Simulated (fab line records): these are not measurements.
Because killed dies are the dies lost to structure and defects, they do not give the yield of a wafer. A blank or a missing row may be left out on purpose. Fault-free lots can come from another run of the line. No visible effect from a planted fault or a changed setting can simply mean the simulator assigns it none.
Struck lot and sound lot, side by side | flow n5_finfet | 17 out of 1938 route steps
Sound: these wafers, L362.2, L362.3, L362.5. Struck: wafer L375.6; the same lot's L375.4 was not struck, so it is left out; see the end for the cause.
Per side, at each step with rows, come the tool, then ch with its chambers, and then its first start. Under that, the readings that differ: sound wafers | struck wafers | difference of the means | sigmas: that difference in standard deviations of wafers without a fault.
alike: a reading whose means differ by less than 2 such deviations, as well as words and numbers matching on both sides. not compared: withheld readings; readings where some wafer has no value; bounds like >300 that might hide an equal value; numbers whose values overlap and for which the record gives no deviation.
Wherever a step has rows on one side only, a row that says differs or no value, or a row with sigmas, the two part there. Non-overlapping numbers with no deviation appear without sigmas and do not part them. A reading missing from all wafers of one side parts the sides only when that side holds two or more wafers.

first, 9 steps without rows for these wafers: N5_BEOL_M0_SAQP_COAT_34 (resist thk 30 nm); N5_BEOL_M0_SAQP_EBR_36; N5_BEOL_M0_SAQP_SOFTBAKE_35 (time 60 s); N5_BEOL_M0_SAQP_EXPOSE_37 (exposes mask M0 CUT1, target cd 30 nm); N5_BEOL_M0_SAQP_PEB_38 (peb time 60 s); N5_BEOL_M0_SAQP_DEVELOP_39 (develop time 30 s); N5_BEOL_M0_SAQP_DESCUM_45 (chemistry O2, time 7 s); N5_BEOL_M0_SAQP_ETCH_88 (etches underlayer in N2/H2, target depth 6.5 nm, time 5.2 s); N5_BEOL_M0_SAQP_ETCH_73 (etches SiARC in CF4, target depth 19.5 nm, time 32.5 s).
N5_BEOL_M0_SAQP_CUT_ETCH_46: etches SOC in N2/H2, target depth 135 nm, overetch 27 nm, time 202.5 s.
  sound on rie_diel-03 ch 0,1, day 7 01:59; struck on rie_diel-03 ch 2, day 10 04:37
  reading                                         | sound        | struck | difference | sigmas
  model.SiARC_of_BEOL_M0_SAQP_COAT_72.thk_nm (nm) | 4.8 4.8 4.8  | 3.2    | -1.6       |
  model.BEOL_M0_SAQP.cd_nm (nm)                   | 29.4 30.2 30 | 31     | +1         |
  alike: drypump_motor_current_A, rf_vpp_V, showerhead_plenum_p_Torr, throttle_valve_pct
  not compared: rf_hours_counter_h
then, 3 steps without rows for these wafers: N5_BEOL_M0_SAQP_STRIP_74 (strips in N2/H2); N5_BEOL_M0_SAQP_STRIP_89 (strips in N2/H2); N5_BEOL_M0_SAQP_ALD_48 (deposits SiO2, target thk 20 nm, pulse time 1 s, co reactant pulse time 1 s).
N5_BEOL_M0_SAQP_ETCH_49: etches SiO2 in CF4/O2, target depth 37 nm.
  sound on rie_diel-03 ch 0,1,2, day 7 02:46; struck on rie_diel-04 ch 1, day 10 05:20
  reading                       | sound        | struck | difference | sigmas
  model.BEOL_M0_SAQP.cd_nm (nm) | 29.4 30.2 30 | 31     | +1         |
  alike: drypump_motor_current_A, oes_product_au, rf_vpp_V, showerhead_plenum_p_Torr, throttle_valve_pct
  not compared: rf_hours_counter_h
then, 1 step without rows for these wafers: N5_BEOL_M0_SAQP_STRIP_75 (strips in CF4).
-- record jumps: 2 days separate the struck wafers' starts on either side; left off in module BEOL_M0_SAQP, taken up again in module BEOL_M4, whose first shown step is the route's number 1111 --
N5_BEOL_M4_RC_MEAS_101:
  sound on prober-01 ch 0, day 9 00:02; struck on prober-02 ch 0, day 12 15:39
  reading   | sound                | struck | difference | sigmas
  VT_P (mV) | -252.3 -253.5 -251.6 | -258.8 | -6.3       | -2
  alike: DIBL_N, DIBL_P, IOFF_N, IOFF_P, ION_N, ION_P, SS_N, SS_P, VT_N
-- here the record skips 4 days between the struck wafers' starts before and after, leaving off in module BEOL_M4 and picking up in module PASSIVATION (first step shown: number 1936 of the route) --
N5_PASSIVATION_PROBE_49:
  struck on prober-01, day 17 01:35; sound on prober-01, day 13 10:18
  reading               | sound       | struck | difference | sigmas
  killed_open           | 63 85 54    | 98     | +31        | +3
  sort_bin_6_memory (%) | 3.1 4.5 3.4 | 5.1    | +1.4       | +2
  alike: defect_limited_yield, killed_at_M0_to_M3, killed_at_M4_up, killed_at_contacts, killed_at_front_end, killed_at_other, killed_dies, killed_on_rim, killed_short, sort_bin_5_function, sort_n_pass, sort_yield_pct

WHERE THEY PART
At N5_BEOL_M4_RC_MEAS_101 first; at N5_PASSIVATION_PROBE_49 last (within this record only).

WHY: whatever the simulator had introduced
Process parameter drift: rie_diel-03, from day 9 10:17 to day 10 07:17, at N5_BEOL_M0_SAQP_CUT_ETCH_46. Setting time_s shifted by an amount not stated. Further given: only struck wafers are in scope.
